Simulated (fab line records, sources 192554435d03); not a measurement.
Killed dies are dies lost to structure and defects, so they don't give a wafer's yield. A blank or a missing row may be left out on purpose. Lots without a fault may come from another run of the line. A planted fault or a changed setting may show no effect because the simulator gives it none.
Chamber matching | flow n5_finfet | N5_BEOL_M13_ILD_DEP_00 on pecvd-04: 3 sister chambers
The step deposits SiOC from DEMS/O2, target thk 837.92 nm, time 166.4 s. 22 wafers are shown with their chamber, then 11 later ones without.

WAFERS WITH THEIR CHAMBER
wafer  | chamber | throttle_valve_pct (%) | heater_power_w (W) | showerhead_plenum_p_Torr (Torr)
L075.1 | 1       | 11.6                   | 497                | 5.690
L075.3 | 2       | 11.0                   | 444                | 5.687
L075.4 | 2       | 11.0                   | 470                | 5.680
L078.2 | 1       | 11.8                   | 459                | 5.687
L078.4 | 2       | 11.1                   | 379                | 5.690
L078.5 | 0       | 12.6                   | 546                | 5.697
L081.1 | 0       | 12.5                   | 567                | 5.700
L081.4 | 1       | 11.6                   | 442                | 5.683
L081.5 | 1       | 11.6                   | 477                | 5.691
L082.1 | 0       | 12.7                   | 485                | 5.694
L082.3 | 1       | 11.6                   | 440                | 5.682
L082.5 | 1       | 11.6                   | 480                | 5.683
L085.3 | 0       | 12.6                   | 494                | 5.687
L085.5 | 1       | 11.8                   | 499                | 5.675
L085.6 | 2       | 11.3                   | 431                | 5.683
L086.1 | 0       | 12.6                   | 477                | 5.700
L086.3 | 2       | 11.0                   | 422                | 5.684
L086.4 | 0       | 12.7                   | 535                | 5.685
L089.1 | 2       | 11.0                   | 479                | 5.680
L089.5 | 1       | 11.9                   | 534                | 5.689
L089.6 | 2       | 11.0                   | 431                | 5.681
L090.1 | 2       | 11.0                   | 475                | 5.692

SIGNATURES (means of the wafers above)
reading                  | chamber 0 | chamber 1 | chamber 2 | scatter within a chamber
throttle_valve_pct       | 12.617    | 11.688    | 11.050    | 0.107
heater_power_w           | 517.33    | 478.50    | 441.38    | 33.8
showerhead_plenum_p_Torr | 5.69383   | 5.68500   | 5.68463   | 0.00541
Rule: a wafer's distance from a chamber is the root of the sum, over the readings, of the square of ((its reading less the chamber's mean) divided by the reading's scatter). The wafer belongs to the nearest chamber; if the next one is less than 2 further off, it can't be placed. The scatter: the root of (the sum of the squares of (reading less its chamber's mean) over the shown wafers, divided by (wafers less chambers)).

WAFERS WITHOUT THEIR CHAMBER
wafer  | throttle_valve_pct (%) | heater_power_w (W) | showerhead_plenum_p_Torr (Torr)
L090.3 | 11.1                   | 384                | 5.693
L090.5 | 11.0                   | 410                | 5.690
L093.3 | 12.4                   | 464                | 5.683
L093.4 | 11.2                   | 483                | 5.679
L093.6 | 10.8                   | 382                | 5.694
L092.3 | 12.7                   | 483                | 5.697
L092.4 | 11.5                   | 487                | 5.698
L092.6 | 10.9                   | 439                | 5.675
L097.1 | 12.6                   | 588                | 5.686
L097.2 | 10.9                   | 392                | 5.678
L097.3 | 12.4                   | 468                | 5.683

WHICH CHAMBER EACH WENT THROUGH
wafer  | from the rows above | in truth
L090.3 | 2                   | 2
L090.5 | 2                   | 2
L093.3 | 0                   | 0
L093.4 | 2                   | 2
L093.6 | 2                   | 2
L092.3 | 0                   | 0
L092.4 | 1                   | 1
L092.6 | 2                   | 2
L097.1 | 0                   | 0
L097.2 | 2                   | 2
L097.3 | 0                   | 0
Placed correctly: 11 of 11. Can't be placed from these rows: 0. Placed wrongly: 0.
